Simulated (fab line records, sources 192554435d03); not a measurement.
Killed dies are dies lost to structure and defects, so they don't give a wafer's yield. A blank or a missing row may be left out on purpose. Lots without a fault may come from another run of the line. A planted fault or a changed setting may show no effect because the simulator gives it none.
Chamber matching | flow n5_finfet | N5_BEOL_M2_CO_CAP_55 on cvd_co-01: 3 sister chambers
The step material Co, precursor CCTBA/H2, target thk 2 nm, time 102.1 s. 3 wafers are shown with their chamber, then 12 later ones without.

WAFERS WITH THEIR CHAMBER
wafer  | chamber | heater_power_w (W)
L091.4 | 1       | 236
L091.5 | 2       | 239
L091.6 | 0       | 245

WAFERS WITHOUT THEIR CHAMBER
wafer  | heater_power_w (W)
L092.1 | 254
L092.2 | 240
L092.5 | 248
L095.2 | 241
L095.3 | 238
L095.6 | 253
L094.2 | 229
L094.4 | 241
L094.5 | 260
L097.3 | 255
L097.4 | 241
L097.5 | 256

WHICH CHAMBER EACH WENT THROUGH
wafer  | from the rows above          | in truth
L092.1 | can't be placed: 0 or 2 or 1 | 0
L092.2 | can't be placed: 2 or 1 or 0 | 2
L092.5 | can't be placed: 0 or 2 or 1 | 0
L095.2 | can't be placed: 2 or 0 or 1 | 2
L095.3 | can't be placed: 2 or 1 or 0 | 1
L095.6 | can't be placed: 0 or 2 or 1 | 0
L094.2 | can't be placed: 1 or 2 or 0 | 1
L094.4 | can't be placed: 2 or 0 or 1 | 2
L094.5 | can't be placed: 0 or 2 or 1 | 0
L097.3 | can't be placed: 0 or 2 or 1 | 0
L097.4 | can't be placed: 2 or 0 or 1 | 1
L097.5 | can't be placed: 0 or 2 or 1 | 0
Placed correctly: 0 of 12. Can't be placed from these rows: 12 (the true chamber is among the candidates in 12). Placed wrongly: 0.
How it was worked out, from the rows above alone: a wafer's distance from a chamber is the root of the sum, over the readings, of the square of ((its reading less the chamber's mean) divided by the reading's scatter). The wafer belongs to the nearest chamber; if the next one is less than 2 further off, it can't be placed. A chamber's mean is the mean of its shown wafers. The scatter: with one shown wafer a chamber, the root of the mean of the squares of how far each hidden wafer lies from its nearest shown one.
